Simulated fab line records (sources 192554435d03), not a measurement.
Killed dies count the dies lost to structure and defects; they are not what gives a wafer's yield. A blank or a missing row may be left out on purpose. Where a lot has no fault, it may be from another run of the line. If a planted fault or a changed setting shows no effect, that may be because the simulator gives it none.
fab line records	flow n5Finfet
[record] lots = 12	wafers = 32	lastDay = 17
route steps=1938 shown MOL_CONTACT_COAG@617 TV_LITHO@1885 PASSIVATION@1926
lots that met no fault: taken from a fault-free run of the same line
startH: the number of hours between the record's first day and the start of the first shown wafer of the lot	waitH: hours elapsed since this lot's preceding step	" the same as in the row above	L1.1+2: a row that stands for several wafers	- either no value or no given start	* or withheld: withheld	< > ~ a bound
route shown NAME@n: a module of which the file shows steps, and the number in the route of the first	usual: average and standard deviation across the fault-free wafers	same: alike in all rows	chamber/n: place in a boat	sites: readings site by site	_std_site: standard deviation of those values	_edge_site: mean of outer sites minus mean of inner sites	radiusMm: how far each site lies from the wafer's centre	mask NAME#n: copy n	behind: the tool/chamber that last shaped the wafer	hold: reason for holding the lot/hours on hold/outcome of the hold	device: names the non-switching transistor (n, p or np)	end of line: the same wafers' tests at the end of the route	for a step that has no rows: nothing shown but its recipe	killed: not the wafer's yield, but the dies lost to structure and defects at the first sort	map: a wafer's dies, marking killed ones x, the rest . and places with no die _
set.NAME: the setting that was run; set.NAME@STEP: the one run at that earlier step	model.NAME: the simulator's own value behind a step, which no gauge read
a sample of lots followed through the steps of the route, with each step as a table and each wafer as a row
services: the hour from which a tool's chamber was out of use, counted from the record's first day as startH (under 0 if before that day), plus the number of hours and why
[[steps]]
[step N5_MOL_CONTACT_COAG_ETCH_48]
[recipe] chemistry = C4F6/O2	targetDepthA = 150	overetchA = 45	maskMaterial = SOC	target = SiOC	biasW = 465	pressureMtorr = 10	timeS = 17	sourceW = 335	Ar_flow_sccm = 300	C4F6_flow_sccm = 10	O2_flow_sccm = 10	ionEnergyEv = 576
[usual] drypumpMotorCurrentA = 5.3/0.58	oesProductAu = 0.67/0.091	rfVppV = 1594/47	showerheadPlenumPTorr = 2.81/0.089	throttleValvePct = 40.6/0.63
lot.wafer	tool	chamber	startH	waitH	drypumpMotorCurrentA	oesProductAu	rfHoursCounterH	rfVppV	showerheadPlenumPTorr	throttleValvePct
L119.3	rieDiel-04	0	103.75	0.0	5.5	0.61	222	1615	2.81	41.2
L119.4	"	2	"	"	5.3	0.62	161	1543	2.72	40.6
L119.5	"	1	"	"	5.3	0.59	-	1616	2.67	39.7
L120.2	rieDiel-01	3	107.94	0.0	4.9	0.63	223	1598	2.77	39.7
L120.4	"	3	"	"	4.9	0.60	-	1598	2.77	39.7
L120.6	"	0	"	"	4.9	0.59	-	1660	2.82	40.2
L121.2	rieDiel-04	1	114.78	0.0	5.3	0.53	232	1614	2.67	39.6
L121.5	"	3	"	"	4.9	0.57	-	1681	2.97	41.6
L121.6	"	0	"	"	5.4	0.65	-	1613	2.81	41.2
L122.1	rieDiel-05	1	117.44	0.0	6.4	0.65	146	1603	2.75	41.3
L122.2	"	0	"	"	5.9	0.61	249	1608	2.78	39.8
L122.5	"	0	"	"	5.9	0.62	-	1609	2.78	39.8
L123.1	rieDiel-05	1	124.88	0.0	6.4	0.58	151	1603	2.75	41.3
L123.2	"	3	"	"	4.9	0.66	166	1529	2.74	40.8
L123.6	"	1	"	"	6.4	0.61	-	1604	2.75	41.3
L124.4	rieDiel-01	1	130.54	0.0	4.7	0.63	177	1541	2.94	41.2
L124.5	"	2	"	"	6.3	0.61	-	1548	2.79	40.0
L125.1	rieDiel-04	0	133.87	0.0	5.4	0.64	235	1615	2.81	41.2
L125.3	"	2	"	"	5.3	0.57	174	1543	2.72	40.6
L125.5	"	3	"	"	4.9	0.56	-	1680	2.96	41.6
L126.2	rieDiel-01	3	145.26	0.0	4.9	0.61	231	1599	2.77	39.7
L126.4	"	1	"	"	4.7	0.63	-	1541	2.94	41.2
L126.6	"	2	"	"	6.3	0.55	-	1550	2.79	39.9
L130.1	rieDiel-05	2	164.30	0.0	5.2	0.71	62	1600	2.89	40.2
L130.6	"	0	"	"	5.9	0.84	-	1607	2.78	39.8
L135.2	rieDiel-05	0	195.44	0.0	5.9	0.84	16	1607	2.77	39.8
L135.6	"	1	"	"	6.5	0.62	-	1602	2.74	41.3
L136.1	rieDiel-05	1	201.77	0.0	6.4	0.61	179	1603	2.74	41.3
L136.6	"	3	"	"	4.9	0.60	-	1528	2.72	40.8
L141.3	rieDiel-04	3	234.17	0.0	4.9	0.54	226	1679	2.94	41.6
L141.5	"	2	"	"	5.3	0.56	-	1541	2.70	40.7
L141.6	"	3	"	"	4.9	0.63	-	1679	2.94	41.7
[step N5_PASSIVATION_INSPECT_61]
[recipe] mode = adi	inspectInstrument = macro
[usual] rawDefectCount = 2.0/1.3
lot.wafer	tool	chamber	startH	waitH	rawDefectCount
L119.3	defectInspect-02	-	254.08	0.0	5
L119.4	"	-	"	"	1
L119.5	"	-	"	"	3
L120.2	defectInspect-01	-	261.41	0.0	3
L120.4	"	-	"	"	2
L120.6	"	-	"	"	2
L122.1	defectInspect-01	-	261.45	0.0	4
L122.2	"	-	"	"	2
L122.5	"	-	"	"	4
L123.1	defectInspect-01	-	274.99	0.0	3
L123.2	"	-	"	"	1
L123.6	"	-	"	"	0
L121.2	defectInspect-02	-	276.19	0.0	2
L121.5	"	-	"	"	0
L121.6	"	-	"	"	0
L125.1	defectInspect-02	-	284.79	0.0	0
L125.3	"	-	"	"	0
L125.5	"	-	"	"	3
L124.4	defectInspect-01	-	287.34	0.0	2
L124.5	"	-	"	"	1
L126.2	defectInspect-02	-	306.73	0.0	1
L126.4	"	-	"	"	2
L126.6	"	-	"	"	3
L130.1	defectInspect-01	-	326.25	0.0	1
L130.6	"	-	"	"	1
L135.2	defectInspect-02	-	360.65	0.0	2
L141.3	defectInspect-02	-	394.60	0.0	1
L141.5	"	-	"	"	3
L141.6	"	-	"	"	1
[step N5_PASSIVATION_DESCUM_12]
[recipe] chemistry = O2	timeS = 7.9	sourcePowerW = 50	biasPowerW = 20	pressureMtorr = 20	rfFrequencyHz = 2.712e+07	tempC = 40	o2FlowSccm = 225
[usual] biasPowerW = 20.00/0.059	drypumpMotorCurrentA = 5.90/0.27	oesProductAu = 0.79/0.094	rfVppV = 243.1/1.2	showerheadPlenumPTorr = 2.09/0.057	throttleValvePct = 20.38/0.25
lot.wafer	tool	chamber	startH	waitH	biasPowerW	drypumpMotorCurrentA	oesProductAu	rfHoursCounterH	rfVppV	showerheadPlenumPTorr	throttleValvePct
L119.3	rieDiel-02	1	254.11	0.0	20.09	5.98	0.80	86	243.8	2.18	20.03
L119.4	"	3	"	"	20.12	6.12	0.87	33	242.6	2.05	20.18
L119.5	"	0	"	"	19.93	5.46	0.87	-	241.7	2.03	20.21
L120.2	rieDiel-06	1	261.48	0.1	19.92	6.46	0.84	79	244.1	2.11	20.15
L120.4	"	2	"	"	19.87	6.04	0.69	222	242.2	2.08	20.63
L120.6	"	3	"	"	19.94	5.80	0.69	-	242.4	2.08	20.86
L122.1	rieDiel-02	0	261.52	0.1	19.95	5.52	0.87	43	241.4	2.03	20.22
L122.2	"	1	"	"	20.07	5.96	0.80	89	246.4	2.18	20.03
L122.5	"	1	"	"	19.90	5.98	0.79	-	245.2	2.18	20.06
L123.1	rieDiel-03	2	275.02	0.0	19.92	6.04	0.78	115	243.0	2.09	20.30
L123.2	"	0	"	"	20.07	5.70	0.74	190	241.8	2.00	20.58
L123.6	"	0	"	"	20.07	5.75	0.73	-	242.0	2.00	20.61
L121.2	rieDiel-06	1	276.22	0.0	19.96	6.51	0.83	83	242.3	2.11	20.13
L121.5	"	3	"	"	20.00	5.78	0.69	-	243.3	2.08	20.86
L121.6	"	2	"	"	20.03	6.00	0.69	-	242.6	2.08	20.64
L125.1	rieDiel-06	0	284.83	0.0	19.88	5.78	0.69	204	242.3	2.19	20.70
L125.3	"	1	"	"	19.99	6.48	0.82	85	243.3	2.11	20.14
L125.5	"	3	"	"	20.16	5.80	0.68	-	242.7	2.07	20.87
L124.4	rieDiel-02	3	287.96	0.6	19.99	6.12	0.84	44	242.3	2.05	20.19
L124.5	"	1	"	"	19.94	5.99	0.79	-	245.0	2.17	20.07
L126.2	rieDiel-03	3	306.96	0.2	20.03	5.83	0.93	5	244.0	2.16	20.01
L126.4	"	2	"	"	20.01	6.07	0.77	126	243.3	2.08	20.31
L126.6	"	0	"	"	20.01	5.70	0.73	-	241.0	2.00	20.62
L130.1	rieDiel-02	0	326.45	0.2	20.02	5.48	0.84	64	241.8	2.02	20.26
L130.6	"	3	"	"	19.98	6.16	0.84	-	242.3	2.04	20.21
L135.2	rieDiel-06	0	360.69	0.0	20.04	5.80	0.66	230	243.0	2.18	20.73
L141.3	rieDiel-02	3	394.65	0.1	20.07	6.13	0.81	78	243.3	2.03	20.26
L141.5	"	3	"	"	20.00	6.11	0.82	-	242.0	2.03	20.25
L141.6	"	0	"	"	20.01	5.50	0.82	-	243.1	2.02	20.26
[step N5_PASSIVATION_OVL_MEAS_66]
[recipe] pointsPerWafer = 44
[usual] PASS_OPEN_OVL = 5/4.5
lot.wafer	tool	chamber	startH	waitH	PASS_OPEN_OVL[nm]
L119.3	overlay-02	0	257.88	0.0	7
L119.4	"	0	"	"	3
L119.5	"	0	"	"	12
L120.2	overlay-02	0	264.96	0.0	7
L120.4	"	0	"	"	7
L120.6	"	0	"	"	14
L122.1	overlay-02	0	265.23	0.0	8
L122.2	"	0	"	"	10
L122.5	"	0	"	"	9
L123.1	overlay-01	0	279.04	0.0	5
L123.2	"	0	"	"	3
L123.6	"	0	"	"	0
L121.2	overlay-02	0	279.56	0.0	-6
L121.5	"	0	"	"	0
L121.6	"	0	"	"	-4
L125.1	overlay-02	0	288.07	0.0	12
L125.3	"	0	"	"	18
L125.5	"	0	"	"	8
L124.4	overlay-02	0	292.48	0.0	7
L124.5	"	0	"	"	6
L126.2	overlay-01	0	310.03	0.0	9
L126.4	"	0	"	"	7
L126.6	"	0	"	"	6
L130.1	overlay-02	0	329.64	0.0	7
L130.6	"	0	"	"	4
L135.2	overlay-02	0	364.49	0.0	4
L141.3	overlay-02	0	398.39	0.0	-3
L141.5	"	0	"	"	7
L141.6	"	0	"	"	1
[step N5_PASSIVATION_PROBE_49]
[usual] killed_at_M0_to_M3 = 35/11	killed_at_M4_up = 13/5.7	killedAtContacts = 12/5.7	killedAtFrontEnd = 40/11	killedAtOther = 4/4.4	killedDies = 105/18	killedOnRim = 14/3.9	killedOpen = 68/14	killedShort = 34/7.4
[same] grossDies = 1180	killedAtBackSide = 0
lot.wafer	tool	chamber	startH	waitH	killed_at_M0_to_M3	killed_at_M4_up	killedAtContacts	killedAtFrontEnd	killedAtOther	killedDies	killedOnRim	killedOpen	killedShort
L130.1	prober-02	-	332.75	0.0	16	9	3	27	5	60	11	38	22
L130.6	prober-02	-	333.00	0.3	11	15	12	30	1	69	9	46	22
L136.1	prober-02	-	363.64	0.5	39	7	1099	28	7	1180	152	67	22
L136.6	prober-02	-	363.89	0.7	49	10	1084	32	5	1180	152	57	45
L135.2	prober-02	-	367.64	0.1	25	16	11	55	6	113	12	70	34
L135.6	prober-02	-	367.84	0.3	27	10	1111	32	0	1180	152	57	34
L141.3	prober-01	-	401.60	0.1	37	14	5	35	5	96	10	59	37
L141.5	prober-01	-	401.70	0.2	45	1	12	24	4	86	6	48	38
L141.6	prober-01	-	401.75	0.3	35	14	7	46	4	106	11	64	41
// killed by level:class
L130.1 BEOL_M1:geometricParticle:open=8 FIN_SAQP:geometricParticle:short=7 FIN_SAQP:geometricParticle:open=5 BEOL_M4:geometricParticle:open=4 BEOL_M0_SAQP:geometricParticle:short=3 BEOL_M0_SAQP:geometricParticle:open=3 STARTING-WAFER:geometricParticle:open=3 STI_FIN_REVEAL:geometricParticle:open=2
L130.6 MOL_CONTACT_COAG:geometricParticle:open=10 BEOL_M4:geometricParticle:open=9 STI_FIN_REVEAL:geometricParticle:open=8 FIN_SAQP:geometricParticle:short=7 BEOL_M0_SAQP:geometricParticle:open=4 FIN_SAQP:geometricParticle:open=3 STI_FIN_REVEAL:geometricParticle:short=3 BEOL_M2:geometricParticle:open=3
L136.1 MOL_CONTACT_COAG:areaEtch=1090 BEOL_M1:geometricParticle:open=8 MOL_CONTACT_COAG:geometricParticle:open=8 BEOL_M0_SAQP:geometricParticle:open=8 BEOL_M2:geometricParticle:open=7 FIN_SAQP:geometricParticle:short=6 BEOL_M0_SAQP:geometricParticle:short=6 FIN_SAQP:geometricParticle:open=5
L136.6 MOL_CONTACT_COAG:areaEtch=1076 BEOL_M0_SAQP:geometricParticle:short=19 BEOL_M0_SAQP:geometricParticle:open=16 BEOL_M2:geometricParticle:open=7 MOL_CONTACT_COAG:geometricParticle:open=7 STI_FIN_REVEAL:geometricParticle:open=4 STARTING-WAFER:geometricParticle:short=4 FIN_SAQP:geometricParticle:open=3
L135.2 FIN_SAQP:geometricParticle:open=13 BEOL_M4:geometricParticle:open=11 HKMG_FIN:areaEtch=9 FIN_SAQP:geometricParticle:short=8 MOL_CONTACT_COAG:geometricParticle:open=8 BEOL_M1:geometricParticle:open=7 STI_FIN_REVEAL:geometricParticle:open=5 ILD0:geometricParticle:open=5
L135.6 MOL_CONTACT_COAG:areaEtch=1089 FIN_SAQP:geometricParticle:short=18 MOL_CONTACT_COAG:geometricParticle:open=17 BEOL_M1:geometricParticle:open=8 FIN_SAQP:geometricParticle:open=7 BEOL_M0_SAQP:geometricParticle:open=6 MOL_CONTACT_COAG:geometricParticle:short=5 BEOL_M0_SAQP:geometricParticle:short=4
L141.3 STI_FIN_REVEAL:geometricParticle:open=8 BEOL_M0_SAQP:geometricParticle:short=7 BEOL_M1:geometricParticle:open=6 DUMMY_GATE:geometricParticle:open=6 GATE_CUT:geometricParticle:open=5 BEOL_M0:geometricParticle:short=5 BEOL_M2:geometricParticle:open=5 GATE_CUT:geometricParticle:short=4
L141.5 MOL_CONTACT_COAG:geometricParticle:open=11 BEOL_M0:geometricParticle:short=10 BEOL_M0_SAQP:geometricParticle:short=7 BEOL_M2:geometricParticle:short=7 BEOL_M3:geometricParticle:open=7 DUMMY_GATE:geometricParticle:open=6 FIN_SAQP:geometricParticle:short=4 STI_FIN_REVEAL:geometricParticle:open=4
L141.6 STI_FIN_REVEAL:geometricParticle:open=13 BEOL_M1:geometricParticle:open=10 STARTING-WAFER:geometricParticle:short=7 FIN_SAQP:geometricParticle:open=6 MOL_CONTACT_COAG:geometricParticle:open=6 BEOL_M0_SAQP:geometricParticle:short=6 BEOL_M0_SAQP:geometricParticle:open=5 BEOL_M3:geometricParticle:open=5
[[services]]
tool	chamber	startH	hours	kind
rieDiel-02	0	84.26	23.0	repair
rieDiel-01	-	102.19	4.3	pm
rieDiel-01	2	107.31	5.2	repair
rieDiel-02	0	119.54	-	clean
rieDiel-02	0	119.54	-	consumableReplace:focusRing
rieDiel-02	0	119.54	13.2	scheduledDown
rieDiel-02	0	119.54	13.2	ventCycle
rieDiel-05	2	120.99	4.6	repair
rieDiel-04	1	152.74	6.5	repair
rieDiel-03	-	220.73	0.9	repair
rieDiel-02	3	229.20	1.3	repair
rieDiel-03	0	237.94	16.9	repair
rieDiel-04	-	240.99	2.6	repair
rieDiel-05	1	254.24	8.0	repair
rieDiel-01	0	269.87	1.4	repair
rieDiel-05	-	282.41	10.9	repair
rieDiel-05	2	299.44	23.6	repair
rieDiel-05	1	319.97	6.9	repair
rieDiel-04	2	320.59	4.6	repair
rieDiel-02	2	343.65	3.2	repair
rieDiel-01	1	350.04	2.2	repair
rieDiel-03	1	367.60	2.7	repair
rieDiel-01	3	370.96	4.0	repair
rieDiel-02	0	372.38	12.3	repair
[[key]]
[firstSign] step = N5_PASSIVATION_PROBE_49	reading = killedAtContacts	direction = up	sigmas = 99+	usual = 12	struck = 1098
[effect] step = N5_PASSIVATION_PROBE_49	reading = killedDies	direction = up	sigmas = 61	usual = 105	struck = 1180
[moreKillsBornAt] N5_MOL_CONTACT_COAG_ETCH_48@rieDiel-05 = 3255
metAt N5_MOL_CONTACT_COAG_ETCH_48
struckLots L135,L136
struckWafers L135.6,L136.1,L136.6
laterRowsLeftOut L135.6,L136.1,L136.6
testerLeftOut L135,L136
notActingAt N5_PASSIVATION_INSPECT_61,N5_PASSIVATION_DESCUM_12,N5_PASSIVATION_OVL_MEAS_66
onsetBetween 164.30 195.44
[fault] kind = processParameterDrift	tool = rieDiel-05	chamber = -	onsetH = 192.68	steps = N5_MOL_CONTACT_COAG_ETCH_48	channel = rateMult	offset = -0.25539	shape = step	endH = 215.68	scope = struckWafersOnly
// testerLeftOut: of these lots the tester's yield and bins aren't shown, on N5 and GAA mostly nor the transistor test; their killed dies are dies lost to structure and defects alone, not to doping, threshold or leakage, so they don't give the yield
// laterRowsLeftOut: the simulator's readings of these wafers behind a module that went badly wrong aren't trusted and aren't shown, but for the sort
